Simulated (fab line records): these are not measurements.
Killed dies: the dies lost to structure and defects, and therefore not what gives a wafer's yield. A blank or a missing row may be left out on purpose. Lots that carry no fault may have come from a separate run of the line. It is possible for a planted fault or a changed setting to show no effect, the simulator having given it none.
fab line records    flow nandHarc
record: lots: 6  wafers: 18  lastDay: 24
route steps=1159 shown A_STAIRCASE@603 END@1159
lots with no fault: from the same line, run without faults
startH: start of the lot's first displayed wafer, in hours after the record's first day    waitH: hours from the lot's prior step to this one    " the same as in the row above    L1.1+2: several wafers, shown together as one row    - no value, or no start was given    * or withheld: withheld    < > ~ a bound
route shown NAME@n: names a module that has steps shown in the file, with the first one's number in the route    usual: average and standard deviation across the fault-free wafers    same: alike in all rows    chamber/n: place in a boat    sites: per-site readings    _std_site: standard deviation of those values    _edge_site: inner sites' mean taken away from outer sites' mean    radiusMm: for every site, how far away it sits from the centre of the wafer    mask NAME#n: copy n    behind: the tool/chamber that last shaped the wafer    hold: reason for holding the lot/hours on hold/outcome of the hold    device: transistor that didn't switch, given as n, p or np    end of line: the same wafers' tests at the end of the route    a step with no rows: only its recipe    killed: at the first sort, the dies lost to defects and structure; wafer yield is something else    map: per-die view of a wafer (x killed, . not killed, _ where there is no die)
set.NAME: the run value of the setting; set.NAME@STEP: its run value at that earlier step    model.NAME: the simulator's own value behind a step, which no gauge read
lots at some steps of the route; a table a step, a row a wafer
services: the hour from which a tool's chamber was out of use, counted from the record's first day as startH (under 0 if before that day), plus the number of hours and why
== steps ==
step: NHARC_A_STAIRCASE_DEHYDRATE_209
recipe: tempC: 150  timeS: 120
step: NHARC_A_STAIRCASE_HMDS_210
recipe: timeS: 30
step: NHARC_A_STAIRCASE_COAT_211
recipe: spinRpm: 1200
step: NHARC_A_STAIRCASE_SOFTBAKE_212
recipe: tempC: 135  timeS: 170
step: NHARC_A_STAIRCASE_EBR_213
step: NHARC_A_STAIRCASE_EXPOSE_214
recipe: na: 0.5  doseMj: 31.26  maskId: STAIR_3
step: NHARC_A_STAIRCASE_PEB_215
recipe: pebTempC: 115  pebTimeS: 130
step: NHARC_A_STAIRCASE_DEVELOP_216
recipe: timeS: 140
step: NHARC_A_STAIRCASE_HARDBAKE_218
recipe: tempC: 120  timeS: 140
step: NHARC_A_STAIRCASE_DESCUM_219
recipe: timeS: 3  o2FlowSccm: 200  arFlowSccm: 0  biasPowerW: 0  chemistry: O2
usual: drypumpMotorCurrentA: 5.9/0.42  oesProductAu: 0.999/0.0089  rfVppV: 57.8/0.98  showerheadPlenumPTorr: 1.92/0.087  throttleValvePct: 11.310/0.0093
same: timeS: 3
lot.wafer  tool        chamber  startH  waitH  drypumpMotorCurrentA  oesProductAu  rfHoursCounterH  rfVppV  showerheadPlenumPTorr  throttleValvePct
L464.3     rieDiel-10  2        272.87  -      6.3                   1.001         25               56.2    1.98                   11.303
L464.4     "           0        "       "      6.2                   1.006         26               58.1    2.02                   11.311
L464.5     "           3        "       "      6.0                   1.008         -                56.7    1.77                   11.318
L465.2     rieDiel-06  3        279.32  -      6.0                   1.004         11               57.3    2.01                   11.314
L465.1     "           0        "       "      6.5                   0.982         11               57.4    1.89                   11.312
L465.4     "           1        "       "      6.0                   1.009         10               58.8    2.07                   11.316
L471.2     rieDiel-10  0        333.13  -      6.2                   1.005         49               57.4    2.01                   11.318
L471.4     "           3        "       "      5.9                   1.007         55               57.1    1.76                   11.296
L471.5     "           1        "       "      5.7                   0.998         -                59.6    2.06                   11.323
L478.2     rieDiel-10  0        353.26  -      6.2                   1.005         57               57.7    2.01                   11.295
L478.5     "           1        "       "      5.7                   0.998         -                58.9    2.05                   11.300
L478.6     "           2        "       "      6.4                   0.991         -                58.4    1.97                   11.318
L481.3     rieDiel-02  2        368.57  -      5.2                   0.990         11               58.5    1.88                   11.304
L481.4     "           3        "       "      6.3                   0.994         12               57.8    1.92                   11.318
L481.5     "           2        "       "      5.2                   0.984         -                58.3    1.88                   11.308
L480.1     rieDiel-02  0        371.30  -      6.1                   1.001         14               58.1    1.82                   11.315
L480.2     "           1        "       "      5.4                   1.003         13               56.4    1.84                   11.300
L480.5     "           2        "       "      5.2                   1.002         -                56.7    1.88                   11.318
step: NHARC_A_STAIRCASE_TRIM_220
recipe: timeS: 211.2  o2FlowSccm: 500  arFlowSccm: 0  biasW: 0  chemistry: O2
usual: drypumpMotorCurrentA: 5.9/0.41  oesProductAu: 0.999/0.011  rfVppV: 57.7/1  showerheadPlenumPTorr: 3.53/0.15  throttleValvePct: 17.036/0.0086
same: timeS: 211.2
lot.wafer  tool        chamber  startH  waitH  drypumpMotorCurrentA  oesProductAu  rfHoursCounterH  rfVppV  showerheadPlenumPTorr  throttleValvePct
L464.4     rieDiel-10  1        273.01  0.1    5.7                   0.999         35               57.3    3.79                   17.022
L464.3     "           3        "       "      6.0                   0.996         33               58.1    3.28                   17.036
L464.5     "           2        "       "      6.4                   1.007         -                56.7    3.64                   17.022
L465.1     rieDiel-06  3        279.41  0.1    6.0                   1.014         11               57.6    3.69                   17.036
L465.2     "           0        "       "      6.5                   0.982         11               57.6    3.48                   17.048
L465.4     "           1        "       "      6.0                   1.015         10               59.3    3.80                   17.028
L471.4     rieDiel-10  2        333.26  0.1    6.4                   0.997         49               59.6    3.62                   17.034
L471.2     "           0        "       "      6.2                   0.999         49               57.3    3.70                   17.038
L471.5     "           2        "       "      6.4                   0.992         -                57.7    3.62                   17.039
L478.2     rieDiel-10  0        353.32  0.1    6.2                   1.007         58               58.4    3.69                   17.036
L478.5     "           0        "       "      6.2                   0.998         -                56.4    3.69                   17.036
L478.6     "           1        "       "      5.7                   1.011         -                59.1    3.77                   17.034
L481.3     rieDiel-02  2        368.67  0.1    5.2                   0.989         11               57.9    3.46                   17.039
L481.4     "           3        "       "      6.4                   0.995         12               56.6    3.54                   17.054
L481.5     "           1        "       "      5.4                   0.999         -                56.8    3.41                   17.043
L480.1     rieDiel-02  1        371.38  0.1    5.4                   0.983         13               56.4    3.41                   17.016
L480.2     "           3        "       "      6.4                   1.001         13               57.9    3.54                   17.023
L480.5     "           1        "       "      5.4                   0.998         -                57.9    3.41                   17.027
step: NHARC_A_STAIRCASE_ETCH_221
recipe: targetDepthA: 1000  timeS: 40.5  ionEnergyEv: 400  c4f8FlowSccm: 20  o2FlowSccm: 10  arFlowSccm: withheld  rfW: 600  biasW: 1000  chemistry: C4F8/O2
usual: oesProductAu: 0.941/0.015  rfVppV: 896/5.6
same: timeS: 40.5
lot.wafer  tool        chamber  startH  waitH  oesProductAu  rfHoursCounterH  rfVppV
L464.4     rieDiel-10  3        273.16  -      0.933         33               887
L464.3     "           1        "       "      0.929         35               905
L464.5     "           3        "       "      0.937         -                884
L465.1     rieDiel-06  3        279.56  -      0.956         11               901
L465.4     "           1        "       "      0.975         10               905
L465.2     "           2        "       "      0.972         10               899
L471.2     rieDiel-10  0        333.43  -      0.757         49               902
L471.4     "           1        "       "      0.756         60               905
L471.5     "           3        "       "      0.754         -                887
L478.2     rieDiel-10  0        353.48  -      0.787         58               903
L478.6     "           0        "       "      0.783         -                901
L478.5     "           1        "       "      0.757         -                905
L481.3     rieDiel-02  2        368.87  -      0.937         11               893
L481.4     "           0        "       "      0.923         13               890
L481.5     "           1        "       "      0.936         -                892
L480.1     rieDiel-02  1        371.52  -      0.946         13               892
L480.2     "           3        "       "      0.952         13               896
L480.5     "           2        "       "      0.952         -                893
step: NHARC_A_STAIRCASE_TRIM_222
recipe: timeS: 211.2  o2FlowSccm: 500  arFlowSccm: 0  biasW: 0  chemistry: O2
usual: drypumpMotorCurrentA: 5.9/0.41  oesProductAu: 0.999/0.0095  rfVppV: 57.8/0.89  showerheadPlenumPTorr: 3.52/0.15  throttleValvePct: 17.036/0.0095
same: timeS: 211.2
lot.wafer  tool        chamber  startH  waitH  drypumpMotorCurrentA  oesProductAu  rfHoursCounterH  rfVppV  showerheadPlenumPTorr  throttleValvePct
L464.4     rieDiel-10  2        -       -      6.4                   0.997         25               57.6    3.64                   17.040
L464.3     "           3        "       "      6.0                   0.997         33               57.9    3.28                   17.022
L464.5     "           2        "       "      6.4                   0.997         -                57.7    3.64                   17.037
L465.2     rieDiel-06  0        -       -      6.5                   0.988         11               59.5    3.48                   17.035
L465.4     "           1        "       "      6.0                   1.014         10               59.0    3.80                   17.031
L465.1     "           2        "       "      5.5                   1.006         10               59.1    3.60                   17.036
L471.2     rieDiel-10  1        -       -      5.7                   0.992         60               57.4    3.77                   17.035
L471.4     "           2        "       "      6.4                   0.991         50               57.8    3.62                   17.024
L471.5     "           0        "       "      6.2                   0.996         -                57.7    3.70                   17.052
L478.2     rieDiel-02  1        353.57  -      5.4                   1.001         5                57.2    3.41                   17.034
L478.5     "           0        "       "      6.1                   0.984         -                56.5    3.37                   17.037
L478.6     "           1        "       "      5.4                   1.001         -                57.1    3.41                   17.041
L481.3     rieDiel-02  0        -       -      6.0                   0.990         13               58.5    3.36                   17.020
L481.4     "           3        "       "      6.3                   0.996         12               56.8    3.54                   17.026
L481.5     "           1        "       "      5.4                   1.007         -                56.7    3.41                   17.029
L480.2     rieDiel-02  2        -       -      5.2                   0.982         12               58.3    3.46                   17.028
L480.1     "           3        "       "      6.3                   0.996         13               58.2    3.54                   17.028
L480.5     "           0        "       "      6.1                   0.987         -                57.1    3.36                   17.047
step: NHARC_END_SORT_01
recipe: tempC: 25
usual: killedAtArray: 28/10  killedAtOther: 0.5/0.82  killedAtPeriphery: 3.4/2.2  killedDies: 31/10  killedOpen: 3.4/1.9  killedShort: 1.9/1.3
same: grossDies: 677
lot.wafer  tool       chamber  startH  waitH  killedAtArray  killedAtOther  killedAtPeriphery  killedDies  killedOpen  killedShort
L471.2     prober-02  0        556.02  2.8    675            0              2                  677         6           2
L471.4     prober-02  0        557.59  3.4    672            0              5                  677         7           2
L471.5     prober-02  0        558.37  3.6    673            0              4                  677         4           1
L478.2     prober-01  0        562.10  2.8    674            0              3                  677         4           4
L478.5     prober-01  0        564.50  3.7    674            0              3                  677         8           2
L478.6     prober-01  0        565.30  4.0    675            0              2                  677         4           4
killed by level:class
L471.2 A_STAIRCASE:areaEtch=636 A_CHANNEL_HOLE_D1:chamberFilmFlake=20 A_STAIRCASE:chamberFilmFlake=5 A_BLC:chamberFilmFlake=4 A_CONTACT:chamberFilmFlake=3 A_CONTACT:geometricParticle:open=2 A_M0:geometricParticle:open=2 P_M2:geometricParticle:open=1
L471.4 A_STAIRCASE:areaEtch=646 A_CHANNEL_HOLE_D1:chamberFilmFlake=13 P_M0:geometricParticle:open=2 A_CONTACT:geometricParticle:open=2 A_STAIRCASE:chamberFilmFlake=2 A_CONTACT:chamberFilmFlake=2 A_BLC:chamberFilmFlake=2 P_CONTACT:geometricParticle:open=1
L471.5 A_STAIRCASE:areaEtch=648 A_CHANNEL_HOLE_D1:chamberFilmFlake=18 P_M0:geometricParticle:open=2 A_CONTACT:chamberFilmFlake=2 P_GATE:geometricParticle:open=1 A_CONTACT:geometricParticle:open=1 A_CONTACT:geometricParticle:short=1 P_STI:chamberFilmFlake=1
L478.2 A_STAIRCASE:areaEtch=655 A_CONTACT:chamberFilmFlake=5 A_CHANNEL_FILL_D1:geometricParticle:short=4 A_CHANNEL_HOLE_D1:chamberFilmFlake=4 P_M0:geometricParticle:open=2 A_CONTACT:geometricParticle:open=2 A_STAIRCASE:chamberFilmFlake=2 P_GATE:chamberFilmFlake=1
L478.5 A_STAIRCASE:areaEtch=649 A_CHANNEL_HOLE_D1:chamberFilmFlake=10 A_CONTACT:chamberFilmFlake=5 A_WL_FILL:geometricParticle:open=2 A_CONTACT:geometricParticle:open=2 P_M0:chamberFilmFlake=2 P_M0:geometricParticle:open=1 A_CHANNEL_FILL_D1:geometricParticle:open=1
L478.6 A_STAIRCASE:areaEtch=656 A_CONTACT:chamberFilmFlake=6 A_CHANNEL_HOLE_D1:chamberFilmFlake=3 A_WL_FILL:geometricParticle:short=2 A_BLC:geometricParticle:open=2 P_STI:chamberFilmFlake=2 A_CHANNEL_FILL_D1:geometricParticle:short=1 A_SGD_CUT:geometricParticle:short=1
map L471.2 (x killed, . not)
____________x____________
_________xxxxxxx_________
_______xxxxxxxxxxx_______
______xxxxxxxxxxxxx______
_____xxxxxxxxxxxxxxx_____
____xxxxxxxxxxxxxxxxx____
____xxxxxxxxxxxxxxxxx____
___xxxxxxxxxxxxxxxxxxx___
___xxxxxxxxxxxxxxxxxxx___
__xxxxxxxxxxxxxxxxxxxxx__
__xxxxxxxxxxxxxxxxxxxxx__
_xxxxxxxxxxxxxxxxxxxxxxx_
_xxxxxxxxxxxxxxxxxxxxxxx_
_xxxxxxxxxxxxxxxxxxxxxxx_
_xxxxxxxxxxxxxxxxxxxxxxx_
_xxxxxxxxxxxxxxxxxxxxxxx_
xxxxxxxxxxxxxxxxxxxxxxxxx
xxxxxxxxxxxxxxxxxxxxxxxxx
xxxxxxxxxxxxxxxxxxxxxxxxx
xxxxxxxxxxxxxxxxxxxxxxxxx
xxxxxxxxxxxxxxxxxxxxxxxxx
_xxxxxxxxxxxxxxxxxxxxxxx_
_xxxxxxxxxxxxxxxxxxxxxxx_
_xxxxxxxxxxxxxxxxxxxxxxx_
_xxxxxxxxxxxxxxxxxxxxxxx_
_xxxxxxxxxxxxxxxxxxxxxxx_
__xxxxxxxxxxxxxxxxxxxxx__
__xxxxxxxxxxxxxxxxxxxxx__
___xxxxxxxxxxxxxxxxxxx___
___xxxxxxxxxxxxxxxxxxx___
____xxxxxxxxxxxxxxxxx____
____xxxxxxxxxxxxxxxxx____
_____xxxxxxxxxxxxxxx_____
______xxxxxxxxxxxxx______
_______xxxxxxxxxxx_______
_________xxxxxxx_________
____________x____________
map L478.2 (x killed, . not)
____________x____________
_________xxxxxxx_________
_______xxxxxxxxxxx_______
______xxxxxxxxxxxxx______
_____xxxxxxxxxxxxxxx_____
____xxxxxxxxxxxxxxxxx____
____xxxxxxxxxxxxxxxxx____
___xxxxxxxxxxxxxxxxxxx___
___xxxxxxxxxxxxxxxxxxx___
__xxxxxxxxxxxxxxxxxxxxx__
__xxxxxxxxxxxxxxxxxxxxx__
_xxxxxxxxxxxxxxxxxxxxxxx_
_xxxxxxxxxxxxxxxxxxxxxxx_
_xxxxxxxxxxxxxxxxxxxxxxx_
_xxxxxxxxxxxxxxxxxxxxxxx_
_xxxxxxxxxxxxxxxxxxxxxxx_
xxxxxxxxxxxxxxxxxxxxxxxxx
xxxxxxxxxxxxxxxxxxxxxxxxx
xxxxxxxxxxxxxxxxxxxxxxxxx
xxxxxxxxxxxxxxxxxxxxxxxxx
xxxxxxxxxxxxxxxxxxxxxxxxx
_xxxxxxxxxxxxxxxxxxxxxxx_
_xxxxxxxxxxxxxxxxxxxxxxx_
_xxxxxxxxxxxxxxxxxxxxxxx_
_xxxxxxxxxxxxxxxxxxxxxxx_
_xxxxxxxxxxxxxxxxxxxxxxx_
__xxxxxxxxxxxxxxxxxxxxx__
__xxxxxxxxxxxxxxxxxxxxx__
___xxxxxxxxxxxxxxxxxxx___
___xxxxxxxxxxxxxxxxxxx___
____xxxxxxxxxxxxxxxxx____
____xxxxxxxxxxxxxxxxx____
_____xxxxxxxxxxxxxxx_____
______xxxxxxxxxxxxx______
_______xxxxxxxxxxx_______
_________xxxxxxx_________
____________x____________
== services ==
tool        chamber  startH  hours  kind
rieDiel-10  0        259.12  -      clean
rieDiel-10  1        259.12  -      clean
rieDiel-10  2        259.12  -      clean
rieDiel-10  3        259.12  -      clean
rieDiel-10  0        283.91  -      clean
rieDiel-10  1        283.91  -      clean
rieDiel-10  2        283.91  -      clean
rieDiel-10  3        283.91  -      clean
rieDiel-10  0        308.41  -      clean
rieDiel-10  1        308.41  -      clean
rieDiel-10  2        308.41  -      clean
rieDiel-10  3        308.41  -      clean
rieDiel-10  -        310.41  0.8    repair
rieDiel-02  -        329.09  9.0    pm
rieDiel-10  0        332.91  -      clean
rieDiel-10  1        332.91  -      clean
rieDiel-10  2        332.91  -      clean
rieDiel-10  3        332.91  -      clean
rieDiel-10  -        353.53  9.0    pm
rieDiel-10  0        353.53  9.0    ventCycle
rieDiel-10  1        353.53  9.0    ventCycle
rieDiel-10  2        353.53  9.0    ventCycle
rieDiel-10  3        353.53  9.0    ventCycle
rieDiel-10  3        367.24  13.3   repair
== key ==
firstSign: step: NHARC_A_STAIRCASE_ETCH_221  reading: oesProductAu  direction: down  sigmas: 12  usual: 0.941  struck: 0.766
effect: step: NHARC_END_SORT_01  reading: killedAtArray  direction: up  sigmas: 63  usual: 28  struck: 674
moreKillsBornAt: NHARC_A_STAIRCASE_ETCH_221@rieDiel-10: 3890
metAt NHARC_A_STAIRCASE_ETCH_221
struckWafers L471.2,L471.4,L471.5,L478.2,L478.5,L478.6
laterRowsLeftOut L471.2,L471.4,L471.5,L478.2,L478.5,L478.6
testerLeftOut L471,L478
onsetBetween 273.16 333.43
fault: kind: processParameterDrift  tool: rieDiel-10  chamber: -  onsetH: 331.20  steps: NHARC_A_STAIRCASE_ETCH_221  channel: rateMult  offset: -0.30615  shape: step  endH: 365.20
testerLeftOut: of these lots the tester's yield and bins aren't shown, on N5 and GAA mostly nor the transistor test; their killed dies are dies lost to structure and defects alone, not to doping, threshold or leakage, so they don't give the yield
laterRowsLeftOut: the simulator's readings of these wafers behind a module that went badly wrong aren't trusted and aren't shown, but for the sort
